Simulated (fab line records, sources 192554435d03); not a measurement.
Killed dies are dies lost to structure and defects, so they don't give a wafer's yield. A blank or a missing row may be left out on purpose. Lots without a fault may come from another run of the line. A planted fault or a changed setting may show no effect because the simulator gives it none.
fab line records | flow n5_finfet
record lots=24 wafers=72 last_day=20
route steps=1938 shown BEOL_M9@1459 BEOL_M10@1513 BEOL_M11@1540
lots that met no fault: from a run of the same line without faults
start_h: hours from the record's first day to the start of the lot's first wafer shown | wait_h: hours since the lot's step before | " the same as in the row above | L1.1+2: a row that stands for several wafers | - no value, or no start given | * or withheld: withheld | < > ~ a bound
route shown NAME@n: a module of which the file shows steps, and the number in the route of the first | usual: mean/standard deviation of fault-free wafers | same: alike in all rows | chamber/n: place in a boat | sites: the reading at each site | _std_site: their standard deviation | _edge_site: outer sites' mean less inner sites' | radius_mm: how far each site lies from the wafer's centre | mask NAME#n: copy n | behind: the tool/chamber that last shaped the wafer | hold: why the lot was held/for how many hours/how that ended | device: the transistor (n, p or np) that didn't switch | end of line: the same wafers' tests at the end of the route | a step without rows: its recipe alone | killed: dies lost to structure and defects at the first sort, not the wafer's yield | map: a wafer's dies, x killed, . not, _ none there
set.NAME: the setting as run; set.NAME@STEP: as run at that earlier step | model.NAME: the simulator's own value behind a step, which no gauge read
steps of the route over a sample of lots; a table a step, a row a wafer
services: from which hour (start_h, from the record's first day; less than 0 if before it) a tool's chamber was out of use, for how many hours, and why
## steps
# step N5_BEOL_M9_SURFACE_TREAT_79
# recipe gas=Ar time_s=* ion_energy_ev=* ion_current_ma_cm2=0.5 pressure_mtorr=* ar_flow_sccm=30
# usual throttle_valve_pct=*
# columns lot.wafer tool chamber start_h wait_h throttle_valve_pct
L074.2 pvd_sputter-01 - 246.55 0.4 *
L074.3 " - " " *
L074.5 " - " " *
L075.3 pvd_sputter-02 - 265.88 0.3 *
L075.5 " - " " *
L075.6 " - " " *
L078.1 pvd_sputter-01 - 269.28 0.3 *
L078.3 " - " " *
L078.6 " - " " *
L076.1 pvd_sputter-02 - 272.58 0.3 *
L076.4 " - " " *
L076.5 " - " " *
L077.1 pvd_sputter-01 - 276.55 0.2 *
L077.4 " - " " *
L077.5 " - " " *
L079.1 pvd_sputter-03 - 283.66 0.3 *
L079.4 " - " " *
L079.6 " - " " *
L083.2 pvd_sputter-03 - 292.70 0.2 *
L083.5 " - " " *
L083.6 " - " " *
L082.2 pvd_sputter-03 - 296.46 0.2 *
L082.4 " - " " *
L082.5 " - " " *
L080.1 pvd_sputter-02 - 303.08 0.2 *
L080.3 " - " " *
L080.6 " - " " *
L081.2 pvd_sputter-01 - 313.86 0.2 *
L081.3 " - " " *
L081.4 " - " " *
L084.1 pvd_sputter-01 - 318.30 0.2 *
L084.4 " - " " *
L084.6 " - " " *
L085.1 pvd_sputter-02 - 322.20 0.2 *
L085.2 " - " " *
L085.4 " - " " *
L088.1 pvd_sputter-02 - 332.86 0.2 *
L088.2 " - " " *
L088.6 " - " " *
L087.1 pvd_sputter-01 - 338.66 0.3 *
L087.2 " - " " *
L087.4 " - " " *
L089.1 pvd_sputter-01 - 343.14 0.2 *
L089.2 " - " " *
L089.6 " - " " *
L086.2 pvd_sputter-01 - 345.98 0.2 *
L086.4 " - " " *
L086.6 " - " " *
L091.1 pvd_sputter-01 - 348.92 0.2 *
L091.4 " - " " *
L091.5 " - " " *
L093.3 pvd_sputter-03 - 363.45 0.4 *
L093.4 " - " " *
L093.6 " - " " *
L092.1 pvd_sputter-01 - 365.49 0.2 *
L092.3 " - " " *
L092.5 " - " " *
L090.1 pvd_sputter-03 - 371.96 0.4 *
L090.3 " - " " *
L090.5 " - " " *
L094.4 pvd_sputter-01 - 385.49 0.2 *
L094.5 " - " " *
L094.6 " - " " *
L096.2 pvd_sputter-02 - 388.42 0.2 *
L096.3 " - " " *
L096.4 " - " " *
L097.1 pvd_sputter-03 - 401.35 0.2 *
L097.4 " - " " *
L097.6 " - " " *
L095.2 pvd_sputter-02 - 406.40 0.2 *
L095.4 " - " " *
L095.5 " - " " *
# step N5_BEOL_M10_ETCH_41
# recipe chemistry=CH3F/O2 target=SiCN target_depth_a=426 taper_deg=2 time_s=86 ion_energy_ev=120 mask_material=TiN pressure_mtorr=30 source_w=395 bias_w=75 Ar_flow_sccm=150 CH3F_flow_sccm=30 O2_flow_sccm=20
# usual drypump_motor_current_A=5.6/0.39 oes_product_au=0.80/0.096 rf_fwd_power_W=391.7/1.5 rf_vpp_V=297.3/1.8 showerhead_plenum_p_Torr=2.01/0.089 throttle_valve_pct=16.36/0.27
# columns lot.wafer tool chamber start_h wait_h drypump_motor_current_A oes_product_au rf_fwd_power_W rf_hours_counter_h rf_vpp_V showerhead_plenum_p_Torr throttle_valve_pct
L074.2 rie_diel-05 1 - - 6.2 0.77 391.3 159 295.9 1.99 16.62
L074.3 " 2 " " 5.2 0.68 393.2 243 298.9 2.07 16.58
L074.5 " 2 " " 5.2 0.68 391.6 - 299.5 2.07 16.57
L075.3 rie_diel-05 1 - - 6.2 0.76 390.1 167 298.2 1.98 16.64
L075.5 " 0 " " 5.1 0.72 392.3 - 294.1 1.89 16.25
L075.6 " 1 " " 6.2 0.75 389.1 - 295.7 1.98 16.63
L078.1 rie_diel-04 2 - - 5.6 0.84 388.9 62 297.6 2.05 16.60
L078.3 " 2 " " 5.6 0.85 389.5 - 298.8 2.05 16.59
L078.6 " 1 " " 6.2 0.71 392.1 - 293.6 1.91 16.68
L076.1 rie_diel-05 0 - - 5.1 0.71 394.0 224 295.2 1.89 16.26
L076.4 " 0 " " 5.1 0.71 394.3 - 296.2 1.89 16.26
L076.5 " 1 " " 6.1 0.74 389.4 - 297.9 1.98 16.65
L077.1 rie_diel-05 1 - - 6.2 0.75 391.3 173 296.6 1.98 16.66
L077.4 " 3 " " 5.4 0.98 391.4 - 300.8 2.15 15.90
L077.5 " 0 " " 5.1 0.71 389.5 - 294.5 1.89 16.27
L079.1 rie_diel-04 1 - - 6.1 0.70 393.9 216 295.8 1.91 16.69
L079.4 " 0 " " 5.8 0.74 393.2 161 297.3 1.99 15.98
L079.6 " 2 " " 5.6 0.84 391.7 - 298.8 2.05 16.61
L083.2 rie_diel-04 0 - - 5.8 0.74 392.0 164 296.0 1.99 16.01
L083.5 " 2 " " 5.6 0.84 388.6 - 298.3 2.05 16.61
L083.6 " 1 " " 6.1 0.70 392.3 - 295.0 1.91 16.70
L082.2 rie_diel-01 0 - - 6.2 0.92 392.2 18 297.4 2.06 16.14
L082.4 " 2 " " 5.1 0.68 393.8 246 296.2 1.98 16.60
L082.5 " 1 " " 5.8 0.75 391.1 - 298.3 2.10 16.27
L080.1 rie_diel-01 1 - - 5.8 0.75 391.6 161 298.2 2.10 16.28
L080.3 " 0 " " 6.2 0.92 391.5 22 298.5 2.05 16.14
L080.6 " 2 " " 5.1 0.68 392.4 - 296.3 1.98 16.64
L081.2 rie_diel-05 0 - - 5.2 0.70 393.0 241 294.5 1.89 16.29
L081.3 " 1 " " 6.2 0.74 390.6 177 298.6 1.98 16.64
L081.4 " 2 " " 5.3 0.93 392.3 15 297.5 2.06 16.18
L084.1 rie_diel-05 3 - - 5.5 0.94 394.3 26 299.2 2.15 15.94
L084.4 " 2 " " 5.3 0.92 393.0 17 298.5 2.06 16.19
L084.6 " 2 " " 5.3 0.92 390.7 - 298.1 2.06 16.20
L085.1 rie_diel-05 1 - - 6.2 0.74 389.9 180 298.3 1.98 16.67
L085.2 " 3 " " 5.5 0.92 390.6 28 300.0 2.15 15.92
L085.4 " 0 " " 5.2 0.70 393.4 244 295.7 1.89 16.29
L088.1 rie_diel-01 0 - - 6.2 0.89 390.9 34 296.8 2.05 16.16
L088.2 " 3 " " 5.0 0.72 392.4 199 295.1 1.89 16.50
L088.6 " 0 " " 6.3 0.89 390.0 - 296.5 2.05 16.17
L087.1 rie_diel-05 2 - - 5.3 0.90 393.2 23 298.2 2.06 16.21
L087.2 " 3 " " 5.5 0.94 394.2 32 300.4 2.15 15.97
L087.4 " 0 " " 5.1 0.69 394.2 248 293.4 1.88 16.30
L089.1 rie_diel-05 1 - - 6.2 0.73 389.9 186 298.4 1.98 16.67
L089.2 " 3 " " 5.4 0.92 390.7 34 299.4 2.14 15.96
L089.6 " 2 " " 5.3 0.90 392.2 - 297.4 2.06 16.20
L086.2 rie_diel-04 3 - - 5.5 0.73 391.7 206 297.2 1.90 16.41
L086.4 " 2 " " 5.6 0.82 392.0 - 296.8 2.04 16.65
L086.6 " 1 " " 6.2 0.69 391.9 - 295.4 1.90 16.73
L091.1 rie_diel-04 1 - - 6.1 0.69 393.4 242 296.1 1.90 16.74
L091.4 " 2 " " 5.6 0.81 392.1 - 297.7 2.04 16.66
L091.5 " 3 " " 5.5 0.73 391.4 - 294.2 1.90 16.42
L093.3 rie_diel-05 2 - - 5.3 0.87 392.4 37 299.1 2.06 16.23
L093.4 " 0 " " 5.1 0.98 393.3 - 300.7 2.13 15.90
L093.6 " 2 " " 5.3 0.87 392.7 - 297.0 2.06 16.22
L092.1 rie_diel-04 3 - - 5.5 0.73 393.6 218 296.0 1.89 16.45
L092.3 " 2 " " 5.6 0.81 391.5 105 299.0 2.04 16.68
L092.5 " 2 " " 5.6 0.80 390.5 - 299.1 2.04 16.69
L090.1 rie_diel-04 2 - - 5.6 0.80 390.3 109 297.8 2.03 16.69
L090.3 " 3 " " 5.5 0.73 391.1 221 295.7 1.89 16.44
L090.5 " 2 " " 5.6 0.81 390.4 - 297.3 2.03 16.68
L094.4 rie_diel-01 0 - - 6.2 0.87 391.8 51 297.8 2.04 16.19
L094.5 " 3 " " 5.1 0.71 392.3 - 295.7 1.89 16.53
L094.6 " 0 " " 6.2 0.87 392.6 - 299.0 2.04 16.20
L096.2 rie_diel-05 0 - - 5.1 0.94 393.6 10 299.5 2.13 15.89
L096.3 " 3 " " 5.5 0.89 391.3 54 300.3 2.14 15.97
L096.4 " 1 " " 6.1 0.73 389.7 200 298.7 1.97 16.69
L097.1 rie_diel-01 3 - - 5.0 0.71 390.3 219 295.9 1.89 16.52
L097.4 " 1 " " 5.8 0.73 390.7 191 300.4 2.09 16.34
L097.6 " 2 " " 5.1 0.94 391.7 - 297.1 1.97 16.16
L095.2 rie_diel-04 3 - - 5.5 0.71 391.8 235 295.6 1.89 16.48
L095.4 " 2 " " 5.6 0.79 392.2 - 299.4 2.03 16.72
L095.5 " 0 " " 5.8 0.73 391.4 - 296.6 1.98 16.07
# step N5_BEOL_M10_STRIP_77
# recipe chemistry=N2/H2 time_s=10 power_w=450 temp_c=40 pressure_mtorr=20 rf_frequency_hz=6e+07 bias_power_w=7 n2_flow_sccm=200 h2_flow_sccm=200
# usual bias_power_w=7.003/0.022 drypump_motor_current_A=5.6/0.39 n2_flow_sccm=200.0/0.56 oes_product_au=0.80/0.1 rf_vpp_V=59.3/0.96 showerhead_plenum_p_Torr=2.52/0.098 throttle_valve_pct=23.5/0.4
# columns lot.wafer tool chamber start_h wait_h bias_power_w drypump_motor_current_A n2_flow_sccm oes_product_au rf_hours_counter_h rf_vpp_V showerhead_plenum_p_Torr throttle_valve_pct
L074.2 rie_diel-05 1 - - 7.007 6.2 199.6 0.76 159 59.5 2.51 23.9
L074.3 " 2 " " 6.985 5.3 199.4 0.69 243 59.7 2.56 23.2
L074.5 " 2 " " 6.995 5.3 199.6 0.68 - 59.9 2.56 23.2
L075.3 rie_diel-05 1 - - 7.021 6.2 199.0 0.75 167 60.8 2.50 23.9
L075.5 " 0 " " 7.004 5.1 200.4 0.72 - 58.5 2.41 23.8
L075.6 " 1 " " 7.019 6.2 199.8 0.75 - 58.6 2.50 23.9
L078.1 rie_diel-04 2 - - 7.021 5.6 200.1 0.85 62 58.6 2.57 23.6
L078.3 " 2 " " 7.007 5.6 200.8 0.85 - 60.0 2.57 23.6
L078.6 " 1 " " 7.008 6.2 200.2 0.70 - 57.8 2.41 23.8
L076.1 rie_diel-05 0 - - 6.969 5.2 199.7 0.71 224 58.7 2.41 23.8
L076.4 " 0 " " 6.997 5.2 199.0 0.71 - 58.2 2.41 23.8
L076.5 " 1 " " 7.015 6.2 199.4 0.74 - 60.7 2.50 23.9
L077.1 rie_diel-05 1 - - 6.983 6.2 200.6 0.74 173 59.2 2.50 23.9
L077.4 " 3 " " 7.035 5.4 199.4 1.00 - 60.6 2.67 22.7
L077.5 " 0 " " 7.014 5.1 199.8 0.71 - 59.0 2.41 23.8
L079.1 rie_diel-04 1 - - 7.019 6.1 200.7 0.70 216 58.1 2.41 23.8
L079.4 " 0 " " 6.971 5.8 200.1 0.77 161 57.9 2.55 23.4
L079.6 " 2 " " 6.997 5.6 199.9 0.85 - 60.5 2.56 23.7
L083.2 rie_diel-04 0 - - 6.997 5.8 200.1 0.76 164 59.8 2.55 23.4
L083.5 " 2 " " 7.013 5.6 199.2 0.85 - 58.9 2.56 23.6
L083.6 " 1 " " 6.977 6.1 200.4 0.69 - 58.0 2.41 23.8
L082.2 rie_diel-01 0 - - 7.028 6.2 200.3 0.94 18 58.6 2.57 23.2
L082.4 " 2 " " 7.004 5.1 199.7 0.68 246 59.7 2.52 24.4
L082.5 " 1 " " 7.000 5.8 199.3 0.76 - 60.0 2.67 23.6
L080.1 rie_diel-01 1 - - 7.022 5.8 199.7 0.75 161 59.5 2.67 23.6
L080.3 " 0 " " 6.960 6.2 199.7 0.92 22 59.5 2.57 23.2
L080.6 " 2 " " 6.978 5.1 200.9 0.67 - 59.0 2.52 24.4
L081.2 rie_diel-05 0 - - 6.983 5.1 200.1 0.71 241 59.7 2.40 23.8
L081.3 " 1 " " 7.021 6.2 199.7 0.74 177 59.3 2.50 23.9
L081.4 " 2 " " 7.022 5.3 199.7 0.94 15 59.9 2.55 23.0
L084.1 rie_diel-05 3 - - 7.040 5.4 200.7 0.94 26 60.9 2.66 22.8
L084.4 " 2 " " 7.015 5.3 199.8 0.92 17 60.5 2.55 23.0
L084.6 " 2 " " 7.018 5.3 201.1 0.92 - 59.0 2.55 23.0
L085.1 rie_diel-05 1 - - 7.002 6.2 200.0 0.73 180 59.4 2.50 23.9
L085.2 " 3 " " 7.004 5.5 200.1 0.94 28 60.0 2.66 22.8
L085.4 " 0 " " 7.033 5.1 200.7 0.70 244 59.3 2.40 23.8
L088.1 rie_diel-01 0 - - 6.978 6.3 199.8 0.88 34 58.7 2.57 23.3
L088.2 " 3 " " 7.027 5.0 200.2 0.71 199 58.8 2.39 23.5
L088.6 " 0 " " 7.006 6.3 199.5 0.89 - 59.2 2.57 23.3
L087.1 rie_diel-05 2 - - 7.020 5.3 201.1 0.91 23 59.4 2.55 23.0
L087.2 " 3 " " 6.977 5.5 199.4 0.94 32 59.3 2.66 22.8
L087.4 " 0 " " 7.055 5.2 200.3 0.70 248 59.5 2.40 23.8
L089.1 rie_diel-05 1 - - 7.019 6.2 200.5 0.73 186 59.6 2.50 23.9
L089.2 " 3 " " 6.986 5.4 199.9 0.93 34 59.1 2.66 22.8
L089.6 " 2 " " 6.991 5.3 200.2 0.90 - 60.5 2.55 23.0
L086.2 rie_diel-04 3 - - 7.021 5.5 199.7 0.71 206 58.8 2.40 23.5
L086.4 " 2 " " 7.018 5.6 200.5 0.82 - 58.7 2.55 23.7
L086.6 " 1 " " 6.973 6.1 200.9 0.68 - 59.3 2.40 23.9
L091.1 rie_diel-04 1 - - 6.980 6.1 200.4 0.68 242 59.8 2.40 23.9
L091.4 " 2 " " 6.980 5.6 200.0 0.81 - 58.2 2.55 23.7
L091.5 " 3 " " 7.003 5.5 199.1 0.72 - 61.2 2.40 23.5
L093.3 rie_diel-05 2 - - 7.032 5.3 201.1 0.88 37 59.1 2.55 23.0
L093.4 " 0 " " 6.967 5.1 199.0 0.97 - 60.2 2.72 23.6
L093.6 " 2 " " 7.011 5.3 200.4 0.87 - 59.4 2.55 23.0
L092.1 rie_diel-04 3 - - 7.047 5.5 199.4 0.70 218 58.8 2.39 23.5
L092.3 " 2 " " 7.054 5.6 200.3 0.81 105 58.9 2.55 23.7
L092.5 " 2 " " 7.012 5.6 200.5 0.81 - 58.9 2.55 23.7
L090.1 rie_diel-04 2 - - 6.997 5.6 200.3 0.81 109 60.1 2.55 23.7
L090.3 " 3 " " 7.006 5.5 199.3 0.70 221 58.3 2.39 23.5
L090.5 " 2 " " 7.017 5.6 199.8 0.80 - 59.7 2.55 23.7
L094.4 rie_diel-01 0 - - 6.990 6.2 200.0 0.86 51 59.6 2.56 23.3
L094.5 " 3 " " 7.000 5.1 200.3 0.71 - 58.9 2.38 23.5
L094.6 " 0 " " 7.004 6.3 199.0 0.88 - 58.9 2.56 23.3
L096.2 rie_diel-05 0 - - 7.009 5.2 200.6 0.94 10 60.0 2.71 23.6
L096.3 " 3 " " 7.027 5.5 199.2 0.89 54 61.7 2.65 22.8
L096.4 " 1 " " 6.969 6.2 200.4 0.72 200 59.4 2.49 23.9
L097.1 rie_diel-01 3 - - 6.983 5.0 199.9 0.70 219 58.9 2.38 23.5
L097.4 " 1 " " 7.027 5.9 201.3 0.73 191 59.0 2.65 23.7
L097.6 " 2 " " 7.001 5.1 201.0 0.94 - 59.5 2.51 24.0
L095.2 rie_diel-04 3 - - 6.978 5.5 200.1 0.69 235 59.1 2.39 23.5
L095.4 " 2 " " 6.996 5.6 199.9 0.79 - 58.0 2.54 23.7
L095.5 " 0 " " 6.985 5.8 200.8 0.73 - 59.3 2.53 23.5
# step N5_BEOL_M11_HM_DEP_02
# recipe material=TiN target_thk_a=200 temp_c=25 chamber_pressure_pa=0.49996
# usual throttle_valve_pct=29.7/0.93
# columns lot.wafer tool chamber start_h wait_h throttle_valve_pct
L074.2 pvd_sputter-03 - 257.89 0.5 29.2
L074.3 " - " " 28.4
L074.5 " - " " 29.9
L075.3 pvd_sputter-01 - 274.19 0.8 30.5
L075.5 " - " " 28.3
L075.6 " - " " 29.1
L078.1 pvd_sputter-03 - 279.66 0.9 31.1
L078.3 " - " " 29.1
L078.6 " - " " 28.4
L076.1 pvd_sputter-03 - 282.96 0.7 30.9
L076.4 " - " " 29.1
L076.5 " - " " 29.9
L077.1 pvd_sputter-01 - 287.78 0.9 28.7
L077.4 " - " " 30.7
L077.5 " - " " 28.4
L079.1 pvd_sputter-03 - 295.86 1.0 28.6
L079.4 " - " " 29.8
L079.6 " - " " 29.1
L083.2 pvd_sputter-02 - 303.76 0.5 28.9
L083.5 " - " " 29.2
L083.6 " - " " 30.2
L082.2 pvd_sputter-03 - 306.40 1.1 29.7
L082.4 " - " " 31.3
L082.5 " - " " 29.1
L080.1 pvd_sputter-01 - 316.94 1.3 30.4
L080.3 " - " " 28.8
L080.6 " - " " 28.6
L081.2 pvd_sputter-03 - 325.79 0.8 29.2
L081.3 " - " " 31.3
L081.4 " - " " 28.6
L084.1 pvd_sputter-03 - 329.07 1.1 31.1
L084.4 " - " " 29.1
L084.6 " - " " 31.0
L085.1 pvd_sputter-02 - 334.86 1.2 30.4
L085.2 " - " " 28.7
L085.4 " - " " 29.2
L088.1 pvd_sputter-01 - 345.12 1.9 30.7
L088.2 " - " " 29.0
L088.6 " - " " 29.1
L087.1 pvd_sputter-01 - 348.96 0.5 28.7
L087.2 " - " " 30.6
L087.4 " - " " 30.9
L089.1 pvd_sputter-03 - 358.63 2.1 29.9
L089.2 " - " " 28.9
L089.6 " - " " 28.4
L086.2 pvd_sputter-03 - 358.93 1.7 31.3
L086.4 " - " " 28.7
L086.6 " - " " 29.1
L091.1 pvd_sputter-01 - 358.97 1.0 28.5
L091.4 " - " " 30.5
L091.5 " - " " 30.6
L093.3 pvd_sputter-03 - 377.14 3.3 29.8
L093.4 " - " " 31.0
L093.6 " - " " 31.3
L092.1 pvd_sputter-02 - 377.32 2.9 28.9
L092.3 " - " " 29.1
L092.5 " - " " 30.1
L090.1 pvd_sputter-01 - 387.79 0.7 29.1
L090.3 " - " " 30.6
L090.5 " - " " 30.8
L094.4 pvd_sputter-03 - 400.95 4.4 28.8
L094.5 " - " " 28.6
L094.6 " - " " 29.1
L096.2 pvd_sputter-03 - 404.83 2.1 29.8
L096.3 " - " " 29.0
L096.4 " - " " 28.6
L097.1 pvd_sputter-02 - 413.75 3.0 29.6
L097.4 " - " " 30.3
L097.6 " - " " 30.5
L095.2 pvd_sputter-03 - 420.04 2.0 31.0
L095.4 " - " " 29.1
L095.5 " - " " 31.3
# step N5_BEOL_M11_STRIP_19
# recipe chemistry=O2 power_w=400 temp_c=40 pressure_mtorr=30 rf_frequency_hz=6e+07 bias_power_w=0 overash_fraction=0.2 o2_flow_sccm=225
# usual drypump_motor_current_A=5.6/0.35 oes_product_au=0.77/0.065 rf_vpp_V=3.7/0.59 showerhead_plenum_p_Torr=2.09/0.076 throttle_valve_pct=16.72/0.18
# same bias_power_w=0
# columns lot.wafer tool chamber start_h wait_h drypump_motor_current_A oes_product_au rf_hours_counter_h rf_vpp_V showerhead_plenum_p_Torr throttle_valve_pct
L074.2 rie_diel-03 1 258.73 0.1 6.5 0.77 174 4.0 2.12 16.90
L074.3 " 2 " " 5.4 0.66 240 3.4 2.18 17.00
L074.5 " 1 " " 6.5 0.76 - 4.3 2.12 16.89
L075.3 rie_diel-03 0 275.24 0.1 6.0 0.84 61 4.2 2.13 16.59
L075.5 " 1 " " 6.5 0.75 - 3.6 2.12 16.89
L075.6 " 2 " " 5.4 0.65 - 4.0 2.18 17.01
L078.1 rie_diel-02 3 280.63 0.1 5.7 0.71 226 4.2 1.96 16.77
L078.3 " 1 " " 5.4 0.82 95 3.1 2.20 16.44
L078.6 " 0 " " 5.5 0.79 - 3.2 2.02 16.57
L076.1 rie_diel-06 1 284.44 0.2 5.4 0.82 92 3.4 2.11 16.70
L076.4 " 0 " " 5.5 0.88 47 5.0 2.08 16.52
L076.5 " 3 " " 5.8 0.68 - 3.7 2.04 16.79
L077.1 rie_diel-02 0 289.21 0.2 5.5 0.78 131 3.1 2.02 16.57
L077.4 " 1 " " 5.4 0.82 99 3.9 2.20 16.43
L077.5 " 2 " " 5.6 0.71 - 3.2 2.09 16.82
L079.1 rie_diel-03 1 296.86 0.2 6.4 0.74 188 2.8 2.12 16.93
L079.4 " 3 " " 4.9 0.71 - 3.5 2.16 17.00
L079.6 " 0 " " 6.0 0.83 - 3.7 2.13 16.61
L083.2 rie_diel-02 1 304.73 0.1 5.4 0.82 105 4.2 2.20 16.45
L083.5 " 0 " " 5.5 0.79 - 4.3 2.02 16.58
L083.6 " 1 " " 5.4 0.82 - 4.1 2.19 16.45
L082.2 rie_diel-02 2 307.24 0.1 5.5 0.70 217 3.6 2.08 16.84
L082.4 " 1 " " 5.4 0.81 - 3.3 2.19 16.44
L082.5 " 0 " " 5.5 0.77 - 3.8 2.02 16.58
L080.1 rie_diel-02 1 318.26 0.1 5.4 0.81 109 3.1 2.19 16.48
L080.3 " 0 " " 5.5 0.78 141 4.5 2.02 16.61
L080.6 " 3 " " 5.7 0.72 - 3.2 1.95 16.78
L081.2 rie_diel-06 0 326.85 0.2 5.5 0.87 59 3.9 2.07 16.53
L081.3 " 1 " " 5.4 0.81 104 4.1 2.10 16.70
L081.4 " 2 " " 5.8 0.76 144 5.4 1.95 16.84
L084.1 rie_diel-02 0 330.01 0.2 5.5 0.78 145 3.0 2.01 16.60
L084.4 " 1 " " 5.4 0.81 110 4.2 2.19 16.46
L084.6 " 1 " " 5.4 0.81 - 3.1 2.19 16.46
L085.1 rie_diel-02 3 335.83 0.1 5.7 0.69 245 3.7 1.95 16.80
L085.2 " 2 " " 5.5 0.70 228 3.3 2.08 16.84
L085.4 " 0 " " 5.5 0.77 147 3.5 2.01 16.61
L088.1 rie_diel-03 2 346.09 0.1 5.4 0.88 13 4.2 2.18 16.52
L088.2 " 0 " " 6.0 0.82 84 3.8 2.12 16.66
L088.6 " 2 " " 5.4 0.90 - 3.3 2.18 16.50
L087.1 rie_diel-02 2 349.94 0.1 5.5 0.70 232 3.5 2.08 16.85
L087.2 " 0 " " 5.5 0.77 151 3.4 2.01 16.62
L087.4 " 1 " " 5.4 0.82 116 3.2 2.19 16.49
L089.1 rie_diel-03 1 359.48 0.1 6.4 0.73 206 3.7 2.11 16.94
L089.2 " 2 " " 5.4 0.89 16 4.1 2.17 16.53
L089.6 " 3 " " 4.9 0.70 - 3.9 2.15 17.03
L086.2 rie_diel-06 1 359.93 0.1 5.3 0.80 118 3.1 2.10 16.74
L086.4 " 3 " " 5.8 0.67 - 4.0 2.03 16.84
L086.6 " 1 " " 5.4 0.80 - 3.9 2.10 16.74
L091.1 rie_diel-06 0 360.06 0.1 5.5 0.85 73 3.9 2.07 16.57
L091.4 " 1 " " 5.4 0.80 - 3.3 2.10 16.72
L091.5 " 3 " " 5.8 0.67 - 3.8 2.04 16.84
L093.3 rie_diel-06 2 378.75 0.1 5.8 0.77 150 4.6 1.95 16.88
L093.4 " 0 " " 5.5 0.83 - 2.4 2.07 16.59
L093.6 " 2 " " 5.8 0.76 - 2.8 1.95 16.86
L092.1 rie_diel-06 0 379.01 0.2 5.5 0.84 81 3.0 2.07 16.57
L092.3 " 2 " " 5.9 0.76 150 4.5 1.95 16.85
L092.5 " 0 " " 5.5 0.83 - 4.2 2.07 16.57
L090.1 rie_diel-06 3 403.04 0.3 5.8 0.95 6 2.9 2.03 16.41
L090.3 " 1 " " 5.4 0.78 136 3.8 2.09 16.79
L090.5 " 0 " " 5.5 0.82 - 3.5 2.06 16.59
L094.4 rie_diel-02 0 403.09 0.2 5.5 0.75 - 4.3 2.01 16.64
L094.5 " 1 " " 5.4 0.78 - 4.1 2.18 16.52
L094.6 " 3 " " 5.7 0.92 - 3.8 2.20 16.36
L096.2 rie_diel-02 1 406.59 0.1 5.4 0.78 137 4.3 2.18 16.52
L096.3 " 0 " " 5.5 0.75 171 3.1 2.01 16.65
L096.4 " 3 " " 5.6 0.93 - 4.0 2.20 16.37
L097.1 rie_diel-03 2 414.95 0.1 5.4 0.87 25 3.6 2.17 16.53
L097.4 " 1 " " 6.5 0.74 215 3.6 2.11 16.98
L097.6 " 0 " " 6.0 0.79 - 3.4 2.12 16.65
L095.2 rie_diel-03 2 420.88 0.1 5.4 0.86 26 2.9 2.17 16.54
L095.4 " 1 " " 6.5 0.72 217 3.2 2.11 16.96
L095.5 " 3 " " 4.9 0.70 - 3.5 2.15 17.06
# step N5_BEOL_M11_THK_MEAS_53
# recipe thk_meas_gauge=xrf reads=Cu_of_BEOL_M11_ECD_50
# usual M11_THK=138/3.9
# columns lot.wafer tool chamber start_h wait_h M11_THK[nm]
L074.2 film_metro-01 - 262.96 - 133
L074.3 " - " " 139
L074.5 " - " " 144
L075.3 film_metro-01 - 279.86 - 138
L075.5 " - " " 137
L075.6 " - " " 140
L078.1 film_metro-01 - 286.31 - 141
L078.3 " - " " 133
L078.6 " - " " 146
L076.1 film_metro-02 - 289.51 - 135
L076.4 " - " " 138
L076.5 " - " " 139
L077.1 film_metro-01 - 293.90 - 139
L077.4 " - " " 147
L077.5 " - " " 147
L079.1 film_metro-02 - 301.94 - 134
L079.4 " - " " 141
L079.6 " - " " 137
L083.2 film_metro-01 - 308.48 - 128
L083.5 " - " " 133
L083.6 " - " " 136
L082.2 film_metro-02 - 315.05 - 137
L082.4 " - " " 131
L082.5 " - " " 131
L080.1 film_metro-01 - 323.42 - 140
L080.3 " - " " 140
L080.6 " - " " 141
L081.2 film_metro-02 - 332.94 - 135
L081.3 " - " " 139
L081.4 " - " " 141
L084.1 film_metro-02 - 334.64 - 141
L084.4 " - " " 139
L084.6 " - " " 138
L085.1 film_metro-01 - 341.97 - 132
L085.2 " - " " 146
L085.4 " - " " 140
L088.1 film_metro-02 - 350.13 - 137
L088.2 " - " " 140
L088.6 " - " " 139
L087.1 film_metro-02 - 355.42 - 138
L087.2 " - " " 146
L087.4 " - " " 131
L089.1 film_metro-02 - 365.29 - 138
L089.2 " - " " 139
L089.6 " - " " 137
L091.1 film_metro-01 - 365.83 - 141
L091.4 " - " " 135
L091.5 " - " " 140
L086.2 film_metro-02 - 366.01 - 140
L086.4 " - " " 136
L086.6 " - " " 142
L093.3 film_metro-02 - 388.13 - 138
L093.4 " - " " 135
L093.6 " - " " 138
L092.1 film_metro-02 - 388.58 - 138
L092.3 " - " " 137
L092.5 " - " " 136
L094.4 film_metro-02 - 407.95 - 138
L094.5 " - " " 134
L094.6 " - " " 131
L090.1 film_metro-01 - 408.22 - 132
L090.3 " - " " 138
L090.5 " - " " 139
L096.2 film_metro-01 - 410.83 - 142
L096.3 " - " " 138
L096.4 " - " " 143
L097.1 film_metro-02 - 422.32 - 132
L097.4 " - " " 138
L097.6 " - " " 141
L095.2 film_metro-02 - 426.19 - 137
L095.4 " - " " 134
L095.5 " - " " 138
## services
# columns tool chamber start_h hours kind
rie_diel-02 3 230.01 2.4 repair
rie_diel-05 3 240.08 - clean
rie_diel-05 3 240.08 - consumable_replace:focus_ring
rie_diel-05 3 240.08 - consumable_replace:showerhead
rie_diel-05 3 240.08 25.9 scheduled_down
rie_diel-05 3 240.08 25.9 vent_cycle
rie_diel-02 0 252.10 6.5 repair
rie_diel-04 0 268.44 10.6 repair
rie_diel-05 2 269.41 - clean
rie_diel-05 2 269.41 - consumable_replace:focus_ring
rie_diel-05 2 269.41 16.1 scheduled_down
rie_diel-05 2 269.41 16.1 vent_cycle
rie_diel-04 3 273.77 2.0 repair
rie_diel-05 1 286.76 30.4 repair
rie_diel-01 1 313.20 6.2 repair
rie_diel-06 2 331.76 38.5 repair
rie_diel-05 0 350.11 - clean
rie_diel-01 - 351.84 15.6 pm
rie_diel-03 - 377.95 28.1 pm
rie_diel-04 1 380.23 18.4 repair
rie_diel-02 - 383.26 0.5 repair
rie_diel-04 0 386.71 4.0 repair
pvd_sputter-01 - 393.50 73.0 repair
rie_diel-04 - 416.71 2.8 pm
## key
fault none
